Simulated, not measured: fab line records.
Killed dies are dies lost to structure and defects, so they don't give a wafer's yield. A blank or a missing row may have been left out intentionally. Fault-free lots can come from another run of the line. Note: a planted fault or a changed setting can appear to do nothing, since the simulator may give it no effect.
fab line records	flow n5Finfet
[record] lots = 9	wafers = 27	lastDay = 19
route steps=1938 shown GATE_CUT@488 BEOL_M4@1111 PASSIVATION@1936
lots that met no fault: taken from a fault-free run of the same line
startH: start of the lot's first displayed wafer, in hours after the record's first day	waitH: hours elapsed since this lot's preceding step	" repeats the value in the row above	L1.1+2: several wafers, shown together as one row	- value missing, or start not given	* or withheld: withheld	< > ~ a bound
route shown NAME@n: names a module that has steps shown in the file, with the first one's number in the route	usual: mean/standard deviation taken from wafers without a fault	same: alike in all rows	chamber/n: place in a boat	sites: the reading at each site	_std_site: the standard deviation of these	_edge_site: mean of outer sites minus mean of inner sites	radiusMm: how far each site lies from the wafer's centre	mask NAME#n: copy n	behind: the most recent tool/chamber to have shaped the wafer	hold: what put the lot on hold/how long, in hours/how the hold closed	device: which transistor (n, p or np) failed to switch	end of line: the route-end tests of the same wafers	a step given without rows: its recipe and nothing more	killed: not the wafer's yield, but the dies lost to structure and defects at the first sort	map: dies across one wafer; x = killed, . = not, _ = none there
set.NAME: the setting as run; set.NAME@STEP: as run at that earlier step	model.NAME: the simulator's own value behind a step, which no gauge read
a sample of lots followed through the steps of the route, with each step as a table and each wafer as a row
services: from which hour (startH, from the record's first day; less than 0 if before it) a tool's chamber was out of use, for how many hours, and why
[[steps]]
[step N5_GATE_CUT_OVL_MEAS_14]
[recipe] pointsPerWafer = 522
[usual] GATE_CUT_OVL = -0.4/0.71
lot.wafer	tool	chamber	startH	waitH	GATE_CUT_OVL[nm]
L111.2	overlay-02	0	82.80	0.0	0.3
L111.4	"	0	"	"	-0.5
L111.6	"	0	"	"	-0.4
L113.3	overlay-02	0	98.87	0.0	-0.8
L113.4	"	0	"	"	-1.2
L113.5	"	0	"	"	1.1
L119.3	overlay-01	0	134.96	0.0	-1.3
L119.5	"	0	"	"	-0.9
L119.6	"	0	"	"	-0.9
L120.1	overlay-01	0	141.21	0.0	-1.5
L120.3	"	0	"	"	-1.0
L120.5	"	0	"	"	-2.3
L121.3	overlay-01	0	148.21	0.0	-0.3
L121.5	"	0	"	"	0.1
L121.6	"	0	"	"	-0.9
L125.1	overlay-01	0	170.58	0.0	0.5
L125.3	"	0	"	"	0.9
L125.6	"	0	"	"	-1.0
L130.1	overlay-02	0	202.03	0.0	-0.9
L130.2	"	0	"	"	-1.3
L130.6	"	0	"	"	0.4
L131.1	overlay-01	0	204.13	0.0	-0.7
L131.2	"	0	"	"	-0.1
L131.6	"	0	"	"	-0.8
L132.2	overlay-02	0	210.77	0.0	-0.2
L132.3	"	0	"	"	-0.9
L132.6	"	0	"	"	-0.3
[step N5_GATE_CUT_INSPECT_15]
[recipe] mode = adi	inspectInstrument = brightfield
[usual] rawDefectCount = 137/45
lot.wafer	tool	chamber	startH	waitH	rawDefectCount
L111.2	defectInspect-01	-	82.85	0.0	107
L111.4	"	-	"	"	166
L111.6	"	-	"	"	150
L113.3	defectInspect-02	-	98.93	0.1	121
L113.4	"	-	"	"	185
L113.5	"	-	"	"	124
L119.3	defectInspect-02	-	135.01	0.0	101
L119.5	"	-	"	"	106
L119.6	"	-	"	"	86
L120.1	defectInspect-02	-	141.27	0.1	181
L120.3	"	-	"	"	71
L120.5	"	-	"	"	119
L121.3	defectInspect-01	-	148.27	0.1	125
L121.5	"	-	"	"	191
L121.6	"	-	"	"	136
L125.1	defectInspect-02	-	170.64	0.1	114
L125.3	"	-	"	"	114
L125.6	"	-	"	"	94
L130.1	defectInspect-02	-	202.10	0.1	126
L130.2	"	-	"	"	246
L130.6	"	-	"	"	157
L131.1	defectInspect-02	-	204.30	0.2	50
L131.2	"	-	"	"	71
L131.6	"	-	"	"	81
L132.2	defectInspect-02	-	210.82	0.0	108
L132.3	"	-	"	"	70
L132.6	"	-	"	"	93
[step N5_GATE_CUT_ETCH_36]
[recipe] chemistry = CF4	target = SiARC	targetDepthA = 130	maskMaterial = CAR-EUV	timeS = 21.7	ionEnergyEv = 80	pressureMtorr = 40	sourceW = 545	biasW = 36	Ar_flow_sccm = 100	cf4FlowSccm = 100	ends = cleared
[usual] drypumpMotorCurrentA = 5.5/0.43	etchRfOnTimeS = 21.8/0.49	oesProductAu = 0.64/0.071	rfVppV = 184.2/1.4	showerheadPlenumPTorr = 2.16/0.076	throttleValvePct = 15.58/0.18
lot.wafer	tool	chamber	startH	waitH	drypumpMotorCurrentA	etchRfOnTimeS	oesProductAu	rfHoursCounterH	rfVppV	showerheadPlenumPTorr	throttleValvePct
L111.2	rieDiel-02	1	82.94	0.0	6.4	22.1	0.67	102	183.1	2.09	15.70
L111.4	"	3	"	"	6.0	21.8	0.65	160	182.5	2.07	15.70
L111.6	"	2	"	"	5.6	22.3	0.64	-	185.9	2.21	15.36
L113.3	rieDiel-05	2	99.02	0.0	5.6	21.6	0.58	222	182.2	2.04	15.73
L113.4	"	0	"	"	5.5	21.8	0.61	226	182.7	2.11	15.85
L113.5	"	3	"	"	5.0	22.1	0.60	-	183.9	2.21	15.58
L119.3	rieDiel-05	0	135.10	0.0	5.6	21.7	0.61	237	183.3	2.11	15.88
L119.5	"	2	"	"	5.6	29.3	0.49	-	182.3	2.04	15.74
L119.6	"	3	"	"	5.0	21.8	0.59	-	184.4	2.20	15.62
L120.1	rieDiel-05	2	141.36	0.0	5.6	29.0	0.50	234	181.8	2.04	15.74
L120.3	"	0	"	"	5.6	21.5	0.61	239	182.6	2.11	15.88
L120.5	"	0	"	"	5.6	29.2	0.51	-	183.5	2.10	15.86
L121.3	rieDiel-05	2	148.36	0.0	5.6	21.7	0.57	235	180.5	2.04	15.74
L121.5	"	3	"	"	4.9	29.8	0.50	-	186.2	2.20	15.63
L121.6	"	2	"	"	5.6	21.5	0.57	-	183.5	2.04	15.75
L125.1	rieDiel-02	3	170.90	0.0	6.0	22.0	0.63	186	181.4	2.06	15.75
L125.3	"	1	"	"	6.4	21.9	0.65	122	183.1	2.08	15.77
L125.6	"	0	"	"	5.0	21.7	0.59	-	184.0	2.20	15.45
L130.1	rieDiel-05	3	202.49	0.0	4.9	22.2	0.58	226	185.5	2.20	15.66
L130.2	"	1	"	"	5.5	20.9	0.74	58	185.5	2.26	15.37
L130.6	"	3	"	"	4.9	22.2	0.59	-	183.8	2.20	15.64
L131.1	rieDiel-05	3	204.39	0.0	5.0	21.8	0.59	227	185.2	2.20	15.66
L131.2	"	2	"	"	5.5	21.7	0.56	254	181.6	2.03	15.78
L131.6	"	3	"	"	4.9	21.9	0.58	-	185.6	2.20	15.66
L132.2	rieDiel-05	1	210.91	0.0	5.4	20.9	0.74	61	185.2	2.26	15.35
L132.3	"	3	"	"	5.0	22.1	0.58	229	185.2	2.20	15.65
L132.6	"	0	"	"	5.6	21.4	0.85	-	184.5	2.10	15.41
[step N5_GATE_CUT_STRIP_41]
[recipe] chemistry = CF4	resist = SiARC	powerW = 300	biasPowerW = 75	pressureMtorr = 50	cf4FlowSccm = 150	rfFrequencyHz = 6e+07
[usual] drypumpMotorCurrentA = 5.5/0.43	oesProductAu = 0.173/0.018	rfVppV = 271.4/1.8	showerheadPlenumPTorr = 1.81/0.06	throttleValvePct = 13.57/0.21
lot.wafer	tool	chamber	startH	waitH	drypumpMotorCurrentA	oesProductAu	rfHoursCounterH	rfVppV	showerheadPlenumPTorr	throttleValvePct
L111.2	rieDiel-02	1	83.11	0.0	6.4	0.189	102	269.4	1.75	13.69
L111.4	"	3	"	"	6.0	0.173	160	269.0	1.74	13.66
L111.6	"	2	"	"	5.6	0.174	-	271.1	1.85	13.38
L113.3	rieDiel-05	2	99.19	0.0	5.5	0.155	222	267.7	1.71	13.75
L113.4	"	0	"	"	5.5	0.167	226	269.3	1.77	13.88
L113.5	"	3	"	"	4.9	0.163	-	272.4	1.84	13.59
L119.3	rieDiel-05	0	135.27	0.0	5.6	0.168	238	270.0	1.77	13.90
L119.5	"	2	"	"	5.6	0.157	-	268.1	1.71	13.78
L119.6	"	3	"	"	4.9	0.165	-	272.5	1.84	13.61
L120.1	rieDiel-05	2	141.53	0.0	5.6	0.151	234	267.6	1.71	13.77
L120.3	"	0	"	"	5.5	0.164	239	270.6	1.77	13.91
L120.5	"	0	"	"	5.5	0.168	-	270.6	1.77	13.90
L121.3	rieDiel-05	2	148.53	0.0	5.6	0.155	235	268.9	1.71	13.76
L121.5	"	3	"	"	4.9	0.165	-	272.3	1.84	13.62
L121.6	"	2	"	"	5.6	0.157	-	269.8	1.71	13.77
L125.1	rieDiel-02	3	171.07	0.0	6.0	0.166	186	268.7	1.73	13.76
L125.3	"	1	"	"	6.4	0.178	122	270.3	1.75	13.74
L125.6	"	0	"	"	5.0	0.164	-	273.1	1.85	13.50
L130.1	rieDiel-05	3	202.66	0.0	4.9	0.153	226	273.4	1.84	13.64
L130.2	"	1	"	"	5.4	0.191	58	275.1	1.88	13.28
L130.6	"	3	"	"	5.0	0.160	-	272.9	1.83	13.66
L131.1	rieDiel-05	3	204.56	0.0	5.0	0.157	227	272.3	1.84	13.64
L131.2	"	2	"	"	5.6	0.155	254	268.1	1.70	13.83
L131.6	"	3	"	"	5.0	0.160	-	273.0	1.84	13.64
L132.2	rieDiel-05	1	211.08	0.0	5.4	0.193	61	274.6	1.88	13.31
L132.3	"	3	"	"	4.9	0.166	229	270.8	1.83	13.66
L132.6	"	0	"	"	5.6	0.227	-	271.2	1.76	13.36
[step N5_BEOL_M4_RC_MEAS_101]
[usual] DIBL_N = 36.0/1.9	DIBL_P = 35.6/2.2	IOFF_N = 0.15/0.031	IOFF_P = 0.19/0.032	ION_N = 668/11	ION_P = 455/7.2	SS_N = 71.5/0.65	SS_P = 73.4/0.64	VT_N = 251/3.6	VT_P = -253/3.3
lot.wafer	tool	chamber	startH	waitH	DIBL_N[mV/V]	DIBL_P[mV/V]	IOFF_N[nA/um]	IOFF_P[nA/um]	ION_N[uA/um]	ION_P[uA/um]	SS_N[mV/dec]	SS_P[mV/dec]	VT_N[mV]	VT_P[mV]
L111.2	prober-01	0	190.18	0.2	36.4	35.6	0.15	0.21	671	461	70.7	73.6	249	-249
L111.4	"	0	"	"	35.7	34.2	0.14	0.19	664	460	70.1	73.3	251	-251
L111.6	"	0	"	"	37.5	36.3	0.17	0.22	675	457	71.0	73.7	250	-250
L113.3	prober-01	0	198.86	0.3	34.8	34.5	0.13	0.17	647	445	71.1	72.7	252	-253
L113.4	"	0	"	"	36.2	35.2	0.15	0.17	663	453	70.9	72.5	254	-253
L113.5	"	0	"	"	36.5	35.6	0.15	0.17	655	441	71.8	73.5	251	-254
L119.3	prober-02	0	248.01	0.3	34.0	33.2	0.12	0.19	650	452	71.2	72.7	255	-251
L119.5	"	0	"	"	34.2	32.6	0.12	0.17	660	453	71.1	72.7	257	-255
L119.6	"	0	"	"	32.9	32.8	0.11	0.17	665	458	71.4	72.7	254	-254
L120.1	prober-02	0	277.22	0.0	33.7	33.8	0.13	0.17	657	458	71.4	72.4	254	-252
L120.3	"	0	"	"	35.4	35.8	0.15	0.20	668	461	71.9	73.1	248	-252
L120.5	"	0	"	"	32.5	33.3	0.12	0.17	651	450	71.5	72.8	256	-252
L121.3	prober-01	0	288.47	0.3	33.1	33.0	0.11	0.17	663	455	70.5	72.5	251	-254
L121.5	"	0	"	"	33.8	33.7	0.12	0.17	661	454	71.3	73.3	250	-253
L121.6	"	0	"	"	32.3	31.0	0.10	0.14	658	449	70.5	73.1	255	-256
L125.1	prober-02	0	297.91	0.0	38.4	38.4	0.19	0.22	677	462	70.7	74.3	246	-246
L125.3	"	0	"	"	37.1	36.7	0.15	0.20	670	460	71.2	72.8	252	-250
L125.6	"	0	"	"	35.3	34.2	0.12	0.16	670	461	70.6	72.8	252	-255
L131.1	prober-02	0	322.43	0.0	35.0	34.7	0.14	0.19	672	460	71.3	73.9	254	-254
L131.2	"	0	"	"	35.7	34.8	0.15	0.18	666	452	72.6	74.2	251	-253
L131.6	"	0	"	"	36.2	35.4	0.14	0.19	658	449	71.9	73.3	256	-252
L132.2	prober-02	0	325.97	0.2	38.4	38.5	0.20	0.25	679	460	72.8	73.9	247	-249
L132.3	"	0	"	"	35.8	34.8	0.15	0.20	679	463	71.7	73.3	251	-251
L132.6	"	0	"	"	36.5	36.0	0.17	0.22	675	465	72.1	74.1	250	-252
L130.1	prober-01	0	331.90	0.0	37.3	36.5	0.17	0.20	679	457	71.4	73.6	247	-251
L130.2	"	0	"	"	36.7	35.3	0.15	0.18	665	451	72.2	72.7	250	-253
L130.6	"	0	"	"	38.7	39.4	0.21	0.25	686	462	72.4	73.9	243	-251
[step N5_PASSIVATION_PROBE_49]
[usual] defectLimitedYield = 91.3/1.4	killed_at_M0_to_M3 = 34/10	killed_at_M4_up = 14/5.5	killedAtContacts = 12/6	killedAtFrontEnd = 40/10	killedAtOther = 3.0/2.4	killedDies = 103/17	killedOpen = 68/13	killedShort = 34/7.8	sort_bin_5_function = 5.1/0.97	sort_bin_6_memory = 3.3/0.66	sort_bin_8_speed = 0.02/0.12	sortNPass = 1077/17	sortYieldPct = 91.2/1.4
[same] grossDies = 1180	killedAtBackSide = 0	sort_bin_4_leakage[%] = 0
lot.wafer	tool	chamber	startH	waitH	defectLimitedYield[%]	killed_at_M0_to_M3	killed_at_M4_up	killedAtContacts	killedAtFrontEnd	killedAtOther	killedDies	killedOpen	killedShort	sort_bin_5_function[%]	sort_bin_6_memory[%]	sort_bin_8_speed[%]	sortNPass	sortYieldPct[%]
L111.2	prober-01	-	294.17	0.1	93.9	16	7	7	37	5	72	52	20	3.6	2.4	0	1108	93.9
L111.4	prober-01	-	294.27	0.2	91.4	18	8	20	54	2	102	66	35	5.5	2.6	0	1078	91.4
L111.6	prober-01	-	294.37	0.3	93.1	20	13	17	29	3	82	59	23	4.1	2.8	0	1098	93.1
L113.3	prober-01	-	298.15	0.1	90.9	50	8	10	38	1	107	72	35	5.2	3.5	0	1073	90.9
L113.4	prober-01	-	298.20	0.2	91.8	32	15	9	40	1	97	69	27	5.4	2.5	0	1083	91.8
L113.5	prober-01	-	298.25	0.2	92.6	31	11	6	38	1	87	51	36	4.0	3.1	0.08	1092	92.5
L120.1	prober-02	-	378.47	0.0	92.7	26	11	11	34	4	86	56	27	3.4	3.6	0	1094	92.7
L120.3	prober-02	-	378.57	0.1	93.6	23	13	7	33	0	76	42	34	3.9	2.1	0	1104	93.6
L120.5	prober-02	-	378.67	0.2	91.1	42	9	10	41	3	105	60	44	5.4	3.1	0	1075	91.1
L130.1	prober-01	-	428.06	0.0	91.8	38	18	4	35	2	97	67	26	5.0	2.9	0	1083	91.8
L130.2	prober-01	-	428.11	0.1	89.2	41	19	12	55	0	127	95	32	6.7	3.8	0	1053	89.2
L130.6	prober-01	-	428.31	0.3	88.7	49	14	14	53	3	133	103	28	6.7	4.2	0	1047	88.7
// killed by level:class
L111.2 STI_FIN_REVEAL:geometricParticle:open=8 MOL_CONTACT_COAG:geometricParticle:open=7 GATE_CUT:geometricParticle:open=5 BEOL_M0_SAQP:geometricParticle:open=5 FIN_SAQP:geometricParticle:short=4 STI_FIN_REVEAL:geometricParticle:short=4 ILD0:geometricParticle:open=4 BEOL_M2:geometricParticle:open=4
L111.4 STI_FIN_REVEAL:geometricParticle:open=21 MOL_CONTACT_COAG:geometricParticle:open=17 FIN_SAQP:geometricParticle:open=8 FIN_SAQP:geometricParticle:short=6 BEOL_M0_SAQP:geometricParticle:short=6 BEOL_M0_SAQP:geometricParticle:open=6 STARTING-WAFER:geometricParticle:short=5 GATE_CUT:geometricParticle:short=4
L111.6 MOL_CONTACT_COAG:geometricParticle:open=14 BEOL_M2:geometricParticle:open=8 BEOL_M3:geometricParticle:open=5 STARTING-WAFER:geometricParticle:open=5 FIN_SAQP:geometricParticle:short=4 BEOL_M4:geometricParticle:open=4 STI_FIN_REVEAL:geometricParticle:open=3 STI_FIN_REVEAL:geometricParticle:short=3
L113.3 BEOL_M0_SAQP:geometricParticle:short=13 BEOL_M0_SAQP:geometricParticle:open=13 MOL_CONTACT_COAG:geometricParticle:open=10 BEOL_M1:geometricParticle:open=9 BEOL_M3:geometricParticle:open=9 FIN_SAQP:geometricParticle:open=6 STI_FIN_REVEAL:geometricParticle:open=5 ILD0:geometricParticle:short=5
L113.4 DUMMY_GATE:geometricParticle:open=14 BEOL_M1:geometricParticle:open=9 FIN_SAQP:geometricParticle:open=7 BEOL_M0_SAQP:geometricParticle:open=7 FIN_SAQP:geometricParticle:short=6 MOL_CONTACT_COAG:geometricParticle:open=6 BEOL_M0_SAQP:geometricParticle:short=5 BEOL_M3:geometricParticle:open=5
L113.5 FIN_SAQP:geometricParticle:short=9 BEOL_M0_SAQP:geometricParticle:short=8 BEOL_M3:geometricParticle:open=8 BEOL_M0_SAQP:geometricParticle:open=6 FIN_SAQP:geometricParticle:open=5 MOL_CONTACT_COAG:geometricParticle:open=5 STI_FIN_REVEAL:geometricParticle:open=4 DUMMY_GATE:geometricParticle:short=4
L120.1 STI_FIN_REVEAL:geometricParticle:open=14 BEOL_M2:geometricParticle:open=8 MOL_CONTACT_COAG:geometricParticle:open=6 BEOL_M0_SAQP:geometricParticle:short=6 MOL_CONTACT_COAG:geometricParticle:short=5 BEOL_M4:geometricParticle:open=5 GATE_CUT:geometricParticle:short=4 STARTING-WAFER:geometricParticle:open=4
L120.3 GATE_CUT:geometricParticle:short=6 MOL_CONTACT_COAG:geometricParticle:open=6 BEOL_M4:geometricParticle:open=6 STARTING-WAFER:geometricParticle:short=6 STI_FIN_REVEAL:geometricParticle:open=5 BEOL_M0_SAQP:geometricParticle:open=5 BEOL_M2:geometricParticle:short=5 STARTING-WAFER:geometricParticle:open=5
L120.5 FIN_SAQP:geometricParticle:short=14 BEOL_M2:geometricParticle:open=12 MOL_CONTACT_COAG:geometricParticle:open=9 BEOL_M0_SAQP:geometricParticle:short=9 BEOL_M3:geometricParticle:open=8 FIN_SAQP:geometricParticle:open=6 STI_FIN_REVEAL:geometricParticle:open=5 STARTING-WAFER:geometricParticle:short=5
L130.1 BEOL_M3:geometricParticle:open=11 STI_FIN_REVEAL:geometricParticle:open=10 BEOL_M4:geometricParticle:open=7 BEOL_M0:geometricParticle:open=6 BEOL_M1:geometricParticle:open=6 FIN_SAQP:geometricParticle:open=5 BEOL_M1:geometricParticle:short=4 BEOL_M0_SAQP:geometricParticle:open=4
L130.2 STI_FIN_REVEAL:geometricParticle:open=21 MOL_CONTACT_COAG:geometricParticle:open=11 BEOL_M1:geometricParticle:open=10 BEOL_M4:geometricParticle:open=10 GATE_CUT:geometricParticle:short=8 FIN_SAQP:geometricParticle:open=7 BEOL_M0_SAQP:geometricParticle:open=7 BEOL_M3:geometricParticle:open=7
L130.6 STI_FIN_REVEAL:geometricParticle:open=21 MOL_CONTACT_COAG:geometricParticle:open=13 BEOL_M1:geometricParticle:open=11 FIN_SAQP:geometricParticle:open=9 BEOL_M3:geometricParticle:open=9 BEOL_M0_SAQP:geometricParticle:open=9 BEOL_M0_SAQP:geometricParticle:short=8 GATE_CUT:geometricParticle:open=5
[[services]]
tool	chamber	startH	hours	kind
rieDiel-05	-	66.04	5.2	repair
rieDiel-02	1	125.47	2.9	repair
rieDiel-05	-	154.02	2.8	pm
rieDiel-02	1	154.53	9.8	repair
rieDiel-05	3	171.94	12.6	repair
rieDiel-05	0	184.97	-	clean
rieDiel-05	0	184.97	-	consumableReplace:focusRing
rieDiel-05	0	184.97	23.1	scheduledDown
rieDiel-05	0	184.97	23.1	ventCycle
rieDiel-05	2	208.17	-	clean
rieDiel-05	2	208.17	-	consumableReplace:esc
rieDiel-05	2	208.17	-	consumableReplace:focusRing
rieDiel-05	2	208.17	-	consumableReplace:showerhead
rieDiel-05	2	208.17	32.3	scheduledDown
rieDiel-05	2	208.17	32.3	ventCycle
[[key]]
[firstSign] step = N5_GATE_CUT_ETCH_36	reading = etchRfOnTimeS	direction = up	sigmas = 15	usual = *	struck = *
[effect] step = N5_GATE_CUT_ETCH_36	reading = oesProductAu	direction = down	sigmas = 1.9	usual = 0.64	struck = 0.50
metAt N5_GATE_CUT_ETCH_36
struckLots L119,L120,L121
struckWafers L119.5,L120.1,L120.5,L121.5
notActingAt N5_GATE_CUT_OVL_MEAS_14,N5_GATE_CUT_INSPECT_15,N5_GATE_CUT_STRIP_41
onsetBetween 99.02 135.10
[fault] kind = processParameterDrift	tool = rieDiel-05	chamber = -	onsetH = 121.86	steps = N5_GATE_CUT_ETCH_36	channel = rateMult	offset = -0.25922	shape = step	endH = 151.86	scope = struckWafersOnly
